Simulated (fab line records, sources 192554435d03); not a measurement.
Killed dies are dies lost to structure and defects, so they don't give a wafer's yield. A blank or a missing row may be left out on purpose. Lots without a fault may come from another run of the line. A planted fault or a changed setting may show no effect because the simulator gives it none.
Problem report in the 8D (eight disciplines) form, filled by code | flow n5_finfet | the parts of the form that need people (team, actions taken, sign-off) are left out

1. THE PROBLEM
barrier_field_endpoint_s at N5_BEOL_M10_CMP_52 reads a mean of 16.2 s on 2 wafers of 1 lot; wafers without a fault read 29.4 s with a standard deviation of 0.8. That is -16 standard deviations from the usual mean.
The step: polishes, stops on SiCOH lowk, t overpolish 7 s, target thk 140 nm.
First seen on wafer L307.3, day 13 06:46, on cmp-02. The record holds 15 wafers of 5 lots with a number at this step. Rule for "out", or "out of limits": more than 4 standard deviations from the usual mean. The other wafers with a number count as sound.

2. WHAT IT IS AND WHAT IT IS NOT
question                    | is                                           | is not
which readings at this step | barrier_field_endpoint_s, time_to_endpoint_s | edge_zone_pressure_frac, motor_current_A, overpolish_run_s, pad_life_wafers
which lots                  | L307                                         | L300, L312, L316, L320
which wafers of those lots  | L307.2, L307.3                               | L307.6
read on which tools         | cmp-02                                       | cmp-01, cmp-04
when                        | from day 13 06:46                            | up to then (4 sound wafers); but 9 sound wafers of L312, L316, L320 came after

3. SUSPECTS, AND WHAT RULES EACH OUT
Counting: a tool at a process step up to the reading stays a suspect if it ran every lot that is out. Sound lots after the first of them don't rule it out here, since some wafers of a struck lot are sound.
- uv_cure-02 at N5_BEOL_M10_CURE_72 (cures SiCOH lowk, time 120 s): kept. It ran the lot that is out, L307 (day 13 03:46).
- pvd_sputter-03 at N5_BEOL_M10_DEGAS_44 (time 60 s): kept. It ran the lot that is out, L307 (day 13 04:02); its last sound lot up to then is L300 (day 11 18:40).
- pvd_sputter-03 at N5_BEOL_M10_PRE_CLEAN_45 (time 30 s): kept. It ran the lot that is out, L307 (day 13 04:04); its last sound lot up to then is L300 (day 11 18:43).
- ald_metal-03 at N5_BEOL_M10_ALD_74 (deposits TaN, target thk 2 nm, pulse time 2 s, purge time 3 s): kept. It ran the lot that is out, L307 (day 13 04:09).
- rtp_anneal-02 at N5_BEOL_M10_ANNEAL_51 (time 90 s): kept. It ran the lot that is out, L307 (day 13 06:30); its last sound lot up to then is L300 (day 11 19:59).
- cmp-02 at N5_BEOL_M10_CMP_52 (polishes, stops on SiCOH lowk, t overpolish 7 s, target thk 140 nm): kept. It ran the lot that is out, L307 (day 13 06:46). Its own readings are out on those wafers: barrier_field_endpoint_s, time_to_endpoint_s.
- Within ald_metal-03 at N5_BEOL_M10_ALD_74: the wafers that are out ran in chambers 2, 3; their sound lot-mates ran in chamber 0.
- Within cmp-02 at N5_BEOL_M10_CMP_52: the wafers that are out ran in chambers 0, 2; their sound lot-mates ran in chamber 1.
Left after counting: uv_cure-02 at N5_BEOL_M10_CURE_72, pvd_sputter-03 at N5_BEOL_M10_DEGAS_44, pvd_sputter-03 at N5_BEOL_M10_PRE_CLEAN_45, ald_metal-03 at N5_BEOL_M10_ALD_74, rtp_anneal-02 at N5_BEOL_M10_ANNEAL_51, cmp-02 at N5_BEOL_M10_CMP_52.

4. THE CAUSE (what the simulator had put in)
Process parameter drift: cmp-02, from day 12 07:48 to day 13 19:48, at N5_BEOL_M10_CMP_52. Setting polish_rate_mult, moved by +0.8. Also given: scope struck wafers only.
Counting left 6 suspects, and this tool is among them.

5. THE CHAIN OF EFFECTS, in route order
Each row: a reading whose mean over the struck wafers that have a number lies more than 3 standard deviations from the usual. Only readings for which the record gives a usual standard deviation are gone through. hours: the time from each lot's start at the first step in this table that gives one to its start at this step, as a median over the lots. sigmas: the change in usual standard deviations.
hours | step               | reading                  | usual  | on struck wafers | change | sigmas
0     | N5_BEOL_M10_CMP_52 | barrier_field_endpoint_s | 29.4 s | 16.2             | -13.1  | -16
0     | N5_BEOL_M10_CMP_52 | time_to_endpoint_s       | 67 s   | 40               | -28    | -8.1
The process steps in it:
- N5_BEOL_M10_CMP_52: polishes, stops on SiCOH lowk, t overpolish 7 s, target thk 140 nm.

6. WHAT WOULD HAVE CAUGHT IT SOONER
In this record the first reading out of limits was taken at day 13 06:46, 23 hours after the fault began at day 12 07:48.
